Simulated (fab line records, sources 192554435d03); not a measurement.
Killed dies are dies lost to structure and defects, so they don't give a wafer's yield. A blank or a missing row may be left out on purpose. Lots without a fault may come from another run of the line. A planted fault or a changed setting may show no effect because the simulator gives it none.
fab line records | flow n5_finfet
record lots=7 wafers=21
route steps=1938 shown BEOL_M9@1431 BEOL_M10@1476 BEOL_M11@1543 BEOL_M13@1694 BEOL_M14@1743
start_h: hours from the record's first day to the start of the lot's first wafer shown | wait_h: hours since the lot's step before | " the same as in the row above | L1.1+2: a row that stands for several wafers | - no value, or no start given | * or withheld: withheld | < > ~ a bound
route shown NAME@n: a module of which the file shows steps, and the number in the route of the first | usual: mean/standard deviation of fault-free wafers | same: alike in all rows | chamber/n: place in a boat | sites: the reading at each site | _std_site: their standard deviation | _edge_site: outer sites' mean less inner sites' | radius_mm: how far each site lies from the wafer's centre | mask NAME#n: copy n | behind: the tool/chamber that last shaped the wafer | hold: why the lot was held/for how many hours/how that ended | device: the transistor (n, p or np) that didn't switch | end of line: the same wafers' tests at the end of the route | a step without rows: its recipe alone | killed: dies lost to structure and defects at the first sort, not the wafer's yield | map: a wafer's dies, x killed, . not, _ none there
set.NAME: the setting as run; set.NAME@STEP: as run at that earlier step | model.NAME: the simulator's own value behind a step, which no gauge read
lots whose settings were changed on purpose; a table a step, a row a wafer
## steps
# step N5_BEOL_M9_EXPOSE_25
# recipe mask_id=V8 na=0.33 source_shape=annular sigma_inner=0.4 sigma_outer=0.8 polarization=unpolarized dose_mj=37.25
# columns lot.wafer tool chamber start_h wait_h mask set.dose_mj
L074.1+6 euv_scanner-02 0 246.73 - V8#0 35.61
L074.5 " 0 " " V8#0 37.25
L075.1+4+5 euv_scanner-02 0 251.09 - V8#0 37.25
L080.3+4 euv_scanner-01 0 279.36 - V8#0 37.25
L080.6 " 0 " " V8#0 39.64
L085.2+3+6 euv_scanner-02 0 318.09 - V8#0 37.25
L086.1+2 euv_scanner-01 0 323.07 - V8#0 37.25
L086.4 " 0 " " V8#0 35.67
L088.2+4 euv_scanner-01 0 332.75 - V8#0 38.99
L088.5 " 0 " " V8#0 37.25
L092.3+4 euv_scanner-01 0 335.08 - V8#0 35.67
L092.6 " 0 " " V8#0 37.25
# step N5_BEOL_M9_PEB_26
# recipe peb_temp_c=100 peb_time_s=60 resist=CAR-EUV
# step N5_BEOL_M9_DEVELOP_27
# recipe develop_time_s=30 developer=TMAH resist=CAR-EUV rinse_liquid=surfactant_rinse dry=air_spin dev_temp_c=23
# step N5_BEOL_M9_CD_MEAS_28
# recipe target_cd_nm=70 landing_energy_ev=500 detector=se_inlens polarity=opening
# usual cd_nm=70.07/0.23
# columns lot.wafer tool chamber start_h wait_h set.dose_mj@BEOL_M9_EXPOSE_25 cd_nm
L074.1 cd_sem-01 0 246.86 - 35.61 69.12
L074.5 " 0 " " 37.25 69.90
L074.6 " 0 " " 35.61 69.17
L075.1 cd_sem-03 0 251.21 - 37.25 70.07
L075.4 " 0 " " 37.25 69.99
L075.5 " 0 " " 37.25 70.22
L080.3 cd_sem-03 0 279.47 - 37.25 69.77
L080.4 " 0 " " 37.25 70.06
L080.6 " 0 " " 39.64 72.15
L085.2 cd_sem-03 0 318.21 - 37.25 69.70
L085.3 " 0 " " 37.25 70.05
L085.6 " 0 " " 37.25 69.96
L086.1 cd_sem-01 0 323.20 - 37.25 69.96
L086.2 " 0 " " 37.25 70.32
L086.4 " 0 " " 35.67 68.86
L088.2 cd_sem-03 0 332.88 - 38.99 71.37
L088.4 " 0 " " 38.99 71.06
L088.5 " 0 " " 37.25 70.12
L092.3 cd_sem-03 0 335.19 - 35.67 69.00
L092.4 " 0 " " 35.67 68.98
L092.6 " 0 " " 37.25 69.79
# step N5_BEOL_M9_ETCH_66
# recipe chemistry=N2/H2 target=SOC target_depth_a=800 overetch_a=160 mask_material=SiARC temp_c=40 time_s=120 ion_energy_ev=200 pressure_mtorr=30 source_w=840 bias_w=150 n2_flow_sccm=200 h2_flow_sccm=200
# columns lot.wafer tool chamber start_h wait_h set.time_s model.SiARC_of_BEOL_M9_COAT_64.thk_nm
L074.1 rie_diel-04 3 247.10 0.0 120 6.2
L074.5+6 " 1,0 " " 98.62 7.4
L075.1 rie_diel-01 3 251.42 0.0 120 6
L075.4+5 " 0,1 " " 120 6.4
L080.3 rie_diel-04 2 279.86 0.0 120 6.2
L080.4 " 1 " " 129.9 6
L080.6 " 1 " " 120 6.6
L085.2+6 rie_diel-04 2 318.41 0.0 120 6.2
L085.3 " 1 " " 120 6.4
L086.1 rie_diel-01 3 323.40 0.0 146.7 4.8
L086.2 " 0 " " 120 6.4
L086.4 " 1 " " 146.7 5.2
L088.2 rie_diel-01 3 333.08 0.0 111.2 6.6
L088.4 " 1 " " 120 6.4
L088.5 " 2 " " 111.2 7
L092.3 rie_diel-04 1 335.79 0.0 106.1 7.2
L092.4 " 1 " " 120 6.4
L092.6 " 2 " " 106.1 7
# step N5_BEOL_M10_COAT_60
# recipe resist=SiARC temp_c=220 time_s=60 spin_rpm=1500 resist_thk_nm=30
# columns lot.wafer tool chamber start_h wait_h set.spin_rpm model.SiARC_of_BEOL_M10_COAT_60.thk_nm
L074.1+5+6 litho_track-05 0 - - 1500 30
L075.1+4+5 litho_track-04 0 - - 1500 30
L080.3+6 litho_track-05 0 - - 1500 30
L080.4 " 0 " " 1443 30.6
L085.2+3 litho_track-01 0 - - 1500 30
L085.6 " 0 " " 1647 28.6
L086.1+2+4 litho_track-04 0 - - 1500 30
L088.2+4 litho_track-04 0 - - 1500 30
L088.5 " 0 " " 1379 31.2
L092.3+6 litho_track-01 0 - - 1500 30
L092.4 " 0 " " 1500 29.8
# step N5_BEOL_M10_COAT_05
# recipe resist=CAR-ArF spin_rpm=1500 resist_thk_nm=90
# step N5_BEOL_M10_EBR_07
# recipe solvent=PGMEA ebr_width_mm=1.5
# step N5_BEOL_M10_DESCUM_16
# recipe chemistry=O2 time_s=7.9 source_power_w=50 bias_power_w=20 pressure_mtorr=20 rf_frequency_hz=2.712e+07 temp_c=40 resist=CAR-ArF o2_flow_sccm=225
# step N5_BEOL_M10_ETCH_61
# recipe chemistry=CF4 target=SiARC target_depth_a=390 mask_material=CAR-ArF time_s=65 ion_energy_ev=80 pressure_mtorr=40 source_w=545 bias_w=36 Ar_flow_sccm=100 cf4_flow_sccm=100 ends=cleared
# columns lot.wafer tool chamber start_h wait_h set.spin_rpm@BEOL_M10_COAT_60 model.etch.depth_nm model.CAR-ArF_of_BEOL_M10_COAT_05.thk_nm
L074.1 rie_diel-02 1 253.14 0.0 1500 30.07 55.8
L074.5 " 2 " " 1500 30.09 55.4
L074.6 " 1 " " 1500 30.04 55.8
L075.1 rie_diel-05 0 258.82 0.0 1500 29.9 55.2
L075.4 " 2 " " 1500 30.02 55.4
L075.5 " 2 " " 1500 30.03 55.2
L080.3 rie_diel-06 2 284.59 0.0 1500 30.03 55.4
L080.4 " 0 " " 1443 30.67 54.6
L080.6 " 2 " " 1500 29.99 55.4
L085.2 rie_diel-05 0 324.88 0.0 1500 29.99 55.4
L085.3 " 2 " " 1500 29.99 55.8
L085.6 " 3 " " 1647 28.68 56.8
L086.1 rie_diel-05 0 329.83 0.0 1500 29.99 55.6
L086.2 " 2 " " 1500 30.05 55.8
L086.4 " 3 " " 1500 29.94 55.6
L088.2 rie_diel-02 0 339.05 0.0 1500 29.96 55.6
L088.4 " 2 " " 1500 30.04 55.8
L088.5 " 0 " " 1379 31.26 54.6
L092.3 rie_diel-05 3 343.18 0.0 1500 29.94 55.4
L092.4 " 1 " " 1500 29.87 56
L092.6 " 1 " " 1500 29.95 55.4
# step N5_BEOL_M11_COAT_05
# recipe resist=CAR-ArF spin_rpm=1500 resist_thk_nm=90
# columns lot.wafer tool chamber start_h wait_h set.spin_rpm model.CAR-ArF_of_BEOL_M11_COAT_05.thk_nm
L074.1 litho_track-03 0 - - 1432 92.2
L074.5+6 " 0 " " 1500 90.2
L075.1+4 litho_track-03 0 - - 1500 90.2
L075.5 " 0 " " 1500 90.4
L080.3+6 litho_track-01 0 - - 1500 90
L080.4 " 0 " " 1500 89.8
L085.2+3+6 litho_track-03 0 - - 1356 94.8
L086.1 litho_track-03 0 - - 1500 89.8
L086.2 " 0 " " 1599 87
L086.4 " 0 " " 1599 87.2
L088.2+5 litho_track-03 0 - - 1500 89.8
L088.4 " 0 " " 1340 95.2
L092.3+4 litho_track-03 0 - - 1455 91.6
L092.6 " 0 " " 1500 90.4
# step N5_BEOL_M11_DESCUM_16
# recipe chemistry=O2 time_s=7.9 source_power_w=50 bias_power_w=20 pressure_mtorr=20 rf_frequency_hz=2.712e+07 temp_c=40 resist=CAR-ArF o2_flow_sccm=225
# columns lot.wafer tool chamber start_h wait_h set.time_s set.spin_rpm@BEOL_M11_COAT_05 model.CAR-ArF_of_BEOL_M11_COAT_05.thk_nm
L074.1 rie_diel-03 3 261.28 0.0 6.334 1432 86.6
L074.5 " 3 " " 6.334 1500 84.6
L074.6 " 2 " " 7.9 1500 83.6
L075.1+5 rie_diel-04 3 268.98 0.0 7.9 1500 83.8
L075.4 " 2 " " 7.9 1500 83.6
L080.3+4 rie_diel-04 3,0 291.63 0.0 7.02 1500 84
L080.6 " 3 " " 7.9 1500 83.6
L085.2+6 rie_diel-04 2,3 333.87 0.1 7.9 1356 88.2
L085.3 " 1 " " 9.227 1356 87.4
L086.1 rie_diel-03 1 339.17 0.0 7.9 1500 83.4
L086.2 " 2 " " 7.9 1599 80.6
L086.4 " 1 " " 9.296 1599 79.8
L088.2 rie_diel-04 3 346.81 0.0 9.303 1500 82.4
L088.4 " 1 " " 9.303 1340 87.8
L088.5 " 0 " " 7.9 1500 83.2
L092.3 rie_diel-01 0 349.61 0.0 7.9 1455 85.2
L092.4 " 3 " " 7.9 1455 85
L092.6 " 3 " " 8.681 1500 83.2
# step N5_BEOL_M11_ETCH_61
# recipe chemistry=CF4 target=SiARC target_depth_a=390 mask_material=CAR-ArF time_s=65 ion_energy_ev=80 pressure_mtorr=40 source_w=545 bias_w=36 Ar_flow_sccm=100 cf4_flow_sccm=100 ends=cleared
# columns lot.wafer tool chamber start_h wait_h set.spin_rpm@BEOL_M11_COAT_05 model.CAR-ArF_of_BEOL_M11_COAT_05.thk_nm
L074.1 rie_diel-03 3 261.32 0.0 1432 58.6
L074.5 " 3 " " 1500 56.6
L074.6 " 2 " " 1500 55.6
L075.1 rie_diel-04 3 269.01 0.0 1500 55.8
L075.4 " 2 " " 1500 55.6
L075.5 " 3 " " 1500 56
L080.3 rie_diel-04 3 291.67 0.0 1500 56.2
L080.4 " 0 " " 1500 56
L080.6 " 3 " " 1500 55.4
L085.2+6 rie_diel-04 2,3 333.91 0.0 1356 60.2
L085.3 " 1 " " 1356 59.4
L086.1 rie_diel-03 1 339.20 0.0 1500 55.4
L086.2 " 2 " " 1599 52.6
L086.4 " 1 " " 1599 51.8
L088.2 rie_diel-04 3 346.84 0.0 1500 54.6
L088.4 " 1 " " 1340 59.8
L088.5 " 0 " " 1500 55.4
L092.3 rie_diel-01 0 349.64 0.0 1455 57.2
L092.4 " 3 " " 1455 57
L092.6 " 3 " " 1500 55.2
# step N5_BEOL_M13_ETCH_68
# recipe chemistry=N2/H2 target=SOC mask_material=SiARC source_w=3000 bias_w=350 temp_c=40 time_s=355 ion_energy_ev=200 pressure_mtorr=30 n2_flow_sccm=200 h2_flow_sccm=200
# columns lot.wafer tool chamber start_h wait_h set.time_s model.SiARC_of_BEOL_M13_COAT_66.thk_nm
L074.1 rie_diel-04 1 271.94 0.1 321.1 81.2
L074.5 " 3 " " 355 77.2
L074.6 " 2 " " 321.1 80
L075.1 rie_diel-03 2 280.78 0.1 355 78.2
L075.4 " 3 " " 355 77.2
L075.5 " 3 " " 355 77.6
L080.3+4 rie_diel-03 0,2 304.25 0.1 355 77.6
L080.6 " 0 " " 355 77.8
L085.2 rie_diel-03 1 345.52 0.1 355 77.8
L085.3 " 2 " " 325 80.2
L085.6 " 1 " " 355 77.6
L086.1 rie_diel-01 2 350.94 0.1 424 72.4
L086.2 " 1 " " 424 71
L086.4 " 3 " " 424 70.8
L088.2+4 rie_diel-03 3,2 362.57 0.1 355 77
L088.5 " 2 " " 355 77.4
L092.3 rie_diel-03 3 369.96 0.1 397.1 74.2
L092.4 " 1 " " 355 78.2
L092.6 " 3 " " 397.1 74
# step N5_BEOL_M13_SPUTTER_43
# recipe material=TaN target_thk_a=150 temp_c=50 bias_v=168.6 power_w=15000 chamber_pressure_pa=0.12 time_s=24.19
# columns lot.wafer tool chamber start_h wait_h set.time_s model.TaN_of_BEOL_M13_SPUTTER_43.thk_nm
L074.1+6 pvd_sputter-01 - 277.16 0.0 23.28 14.4
L074.5 " - " " 24.19 15
L075.1 pvd_sputter-03 - 286.93 0.0 24.19 15.4
L075.4 " - " " 24.19 15.2
L075.5 " - " " 24.19 15
L080.3 pvd_sputter-03 - 305.83 0.0 22.83 14.4
L080.4 " - " " 22.83 14.2
L080.6 " - " " 24.19 15.2
L085.2+6 pvd_sputter-02 - 346.53 0.0 21.72 13.4
L085.3 " - " " 24.19 15
L086.1+2 pvd_sputter-02 - 354.17 0.0 24.19 14.8
L086.4 " - " " 24.19 15
L088.2+4 pvd_sputter-03 - 366.01 0.0 22.38 13.8
L088.5 " - " " 24.19 15.2
L092.3 pvd_sputter-01 - 374.15 0.0 27.77 17.2
L092.4 " - " " 27.77 17.4
L092.6 " - " " 24.19 15
# step N5_BEOL_M14_PEB_26
# recipe peb_temp_c=130 peb_time_s=90
# columns lot.wafer tool chamber start_h wait_h set.peb_temp_c
L074.1+5 litho_track-03 0 279.85 0.1 130
L074.6 " 0 " " 126.6
L075.1+4+5 litho_track-03 0 289.56 0.1 130
L080.3+6 litho_track-02 0 308.80 0.0 130
L080.4 " 0 " " 131.6
L085.2+3+6 litho_track-02 0 349.38 0.0 130
L086.1 litho_track-03 0 356.95 0.1 130
L086.2+4 " 0 " " 128
L088.2+5 litho_track-02 0 369.08 0.0 130
L088.4 " 0 " " 132.1
L092.3 litho_track-02 0 376.74 0.0 131.6
L092.4+6 " 0 " " 130
# step N5_BEOL_M14_DEVELOP_27
# recipe develop_time_s=45 rinse_liquid=diw dry=air_spin dev_temp_c=21
# step N5_BEOL_M14_HARDBAKE_32
# recipe temp_c=130 time_s=120
# step N5_BEOL_M14_CD_MEAS_28
# recipe target_cd_nm=284.4 landing_energy_ev=500 detector=se_inlens
# usual cd_nm=284.3/1.7
# columns lot.wafer tool chamber start_h wait_h set.peb_temp_c@BEOL_M14_PEB_26 cd_nm
L074.1 cd_sem-02 0 279.96 - 130 281.4
L074.5 " 0 " " 130 282.5
L074.6 " 0 " " 126.6 264.8
L075.1 cd_sem-03 0 289.67 - 130 284.4
L075.4 " 0 " " 130 286.1
L075.5 " 0 " " 130 284.0
L080.3 cd_sem-01 0 308.92 - 130 284.8
L080.4 " 0 " " 131.6 290.9
L080.6 " 0 " " 130 285.1
L085.2 cd_sem-01 0 349.50 - 130 281.8
L085.3 " 0 " " 130 284.3
L085.6 " 0 " " 130 283.4
L086.1 cd_sem-03 0 357.07 - 130 284.9
L086.2 " 0 " " 128 275.2
L086.4 " 0 " " 128 274.2
L088.2 cd_sem-02 0 369.19 - 130 281.5
L088.4 " 0 " " 132.1 292.7
L088.5 " 0 " " 130 283.0
L092.3 cd_sem-03 0 376.85 - 131.6 289.9
L092.4 " 0 " " 130 283.5
L092.6 " 0 " " 130 284.7
# step N5_BEOL_M14_DESCUM_33
# recipe chemistry=O2 time_s=7.9 source_power_w=50 bias_power_w=20 pressure_mtorr=20 rf_frequency_hz=2.712e+07 temp_c=40 o2_flow_sccm=225
# columns lot.wafer tool chamber start_h wait_h set.peb_temp_c@BEOL_M14_PEB_26 model.BEOL_M14.cd_nm
L074.1 rie_diel-02 0 280.15 0.1 130 281.6
L074.5 " 3 " " 130 282.4
L074.6 " 2 " " 126.6 264.6
L075.1+5 rie_diel-02 0,2 289.99 0.3 130 284.4
L075.4 " 0 " " 130 286
L080.3+6 rie_diel-05 0,3 309.00 0.0 130 285
L080.4 " 1 " " 131.6 290.4
L085.2 rie_diel-05 1 349.73 0.2 130 281.6
L085.3 " 3 " " 130 284.4
L085.6 " 3 " " 130 283.2
L086.1 rie_diel-05 0 357.17 0.0 130 285
L086.2 " 3 " " 128 275
L086.4 " 1 " " 128 274
L088.2 rie_diel-05 0 369.29 0.0 130 281.4
L088.4 " 3 " " 132.1 292.2
L088.5 " 2 " " 130 282.8
L092.3 rie_diel-06 2 376.94 0.0 131.6 289.8
L092.4 " 0 " " 130 283.8
L092.6 " 0 " " 130 284.8
# step N5_BEOL_M14_ETCH_67
# recipe chemistry=CF4 target=SiARC target_depth_a=1430 time_s=238.3 ion_energy_ev=80 pressure_mtorr=40 source_w=545 bias_w=36 Ar_flow_sccm=100 cf4_flow_sccm=100 ends=cleared
# columns lot.wafer tool chamber start_h wait_h set.peb_temp_c@BEOL_M14_PEB_26 model.BEOL_M14.cd_nm
L074.1 rie_diel-02 0 280.19 0.0 130 277
L074.5 " 3 " " 130 278.4
L074.6 " 2 " " 126.6 260.2
L075.1+5 rie_diel-02 0,2 290.02 0.0 130 280
L075.4 " 0 " " 130 281.6
L080.3 rie_diel-05 0 309.04 0.0 130 280.8
L080.4 " 1 " " 131.6 286
L080.6 " 3 " " 130 281
L085.2 rie_diel-05 1 349.77 0.0 130 277.2
L085.3 " 3 " " 130 279.6
L085.6 " 3 " " 130 278.4
L086.1 rie_diel-05 0 357.20 0.0 130 281.2
L086.2 " 3 " " 128 271
L086.4 " 1 " " 128 270.4
L088.2 rie_diel-05 0 369.32 0.0 130 276.6
L088.4 " 3 " " 132.1 287.4
L088.5 " 2 " " 130 277.8
L092.3 rie_diel-06 2 376.97 0.0 131.6 285.2
L092.4 " 0 " " 130 279.8
L092.6 " 0 " " 130 280.8
# step N5_BEOL_M14_ETCH_68
# recipe chemistry=N2/H2 target=SOC mask_material=SiARC source_w=3000 bias_w=350 temp_c=40 time_s=450 ion_energy_ev=200 pressure_mtorr=30 n2_flow_sccm=200 h2_flow_sccm=200
# columns lot.wafer tool chamber start_h wait_h set.peb_temp_c@BEOL_M14_PEB_26 model.BEOL_M14.cd_nm
L074.1 rie_diel-02 0 280.33 0.1 130 279.6
L074.5 " 3 " " 130 280.8
L074.6 " 2 " " 126.6 261.4
L075.1 rie_diel-02 0 290.17 0.1 130 281.2
L075.4 " 0 " " 130 282.8
L075.5 " 2 " " 130 281.6
L080.3 rie_diel-05 0 309.18 0.1 130 279.4
L080.4 " 1 " " 131.6 286
L080.6 " 3 " " 130 280.8
L085.2 rie_diel-05 1 349.91 0.1 130 277.6
L085.3 " 3 " " 130 277.4
L085.6 " 3 " " 130 276.4
L086.1 rie_diel-05 0 357.35 0.1 130 280
L086.2 " 3 " " 128 269.8
L086.4 " 1 " " 128 271.6
L088.2 rie_diel-05 0 369.47 0.1 130 275.2
L088.4 " 3 " " 132.1 284.8
L088.5 " 2 " " 130 278.8
L092.3 rie_diel-06 2 377.12 0.1 131.6 285.4
L092.4 " 0 " " 130 280.8
L092.6 " 0 " " 130 281.6
## key
split step=N5_BEOL_M9_EXPOSE_25 setting=dose_mj stated=37.25 by=wafer
response step=N5_BEOL_M9_CD_MEAS_28 reading=cd_nm change=+0.267 per=1% r=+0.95
split step=N5_BEOL_M9_ETCH_66 setting=time_s stated=120 by=wafer
response step=N5_BEOL_M9_ETCH_66 reading=model.SiARC_of_BEOL_M9_COAT_64.thk_nm change=-0.0626 per=1% r=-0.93
split step=N5_BEOL_M10_COAT_60 setting=spin_rpm stated=1500 by=wafer
response step=N5_BEOL_M10_COAT_60 reading=model.SiARC_of_BEOL_M10_COAT_60.thk_nm change=-0.146 per=1% r=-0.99
response step=N5_BEOL_M10_ETCH_61 reading=model.etch.depth_nm change=-0.145 per=1% r=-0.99
response step=N5_BEOL_M10_ETCH_61 reading=model.CAR-ArF_of_BEOL_M10_COAT_05.thk_nm change=+0.135 per=1% r=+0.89
split step=N5_BEOL_M11_COAT_05 setting=spin_rpm stated=1500 by=wafer
response step=N5_BEOL_M11_COAT_05 reading=model.CAR-ArF_of_BEOL_M11_COAT_05.thk_nm change=-0.471 per=1% r=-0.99
response step=N5_BEOL_M11_DESCUM_16 reading=model.CAR-ArF_of_BEOL_M11_COAT_05.thk_nm change=-0.49 per=1% r=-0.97
response step=N5_BEOL_M11_ETCH_61 reading=model.CAR-ArF_of_BEOL_M11_COAT_05.thk_nm change=-0.478 per=1% r=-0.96
split step=N5_BEOL_M11_DESCUM_16 setting=time_s stated=7.9 by=wafer
response none clear
split step=N5_BEOL_M13_ETCH_68 setting=time_s stated=355 by=wafer
response step=N5_BEOL_M13_ETCH_68 reading=model.SiARC_of_BEOL_M13_COAT_66.thk_nm change=-0.337 per=1% r=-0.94
split step=N5_BEOL_M13_SPUTTER_43 setting=time_s stated=24.19 by=wafer
response step=N5_BEOL_M13_SPUTTER_43 reading=model.TaN_of_BEOL_M13_SPUTTER_43.thk_nm change=+0.16 per=1% r=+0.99
split step=N5_BEOL_M14_PEB_26 setting=peb_temp_c stated=130 by=wafer
response step=N5_BEOL_M14_CD_MEAS_28 reading=cd_nm change=+6.17 per=1% r=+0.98
response step=N5_BEOL_M14_DESCUM_33 reading=model.BEOL_M14.cd_nm change=+6.16 per=1% r=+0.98
response step=N5_BEOL_M14_ETCH_67 reading=model.BEOL_M14.cd_nm change=+6.11 per=1% r=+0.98
response step=N5_BEOL_M14_ETCH_68 reading=model.BEOL_M14.cd_nm change=+5.96 per=1% r=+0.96
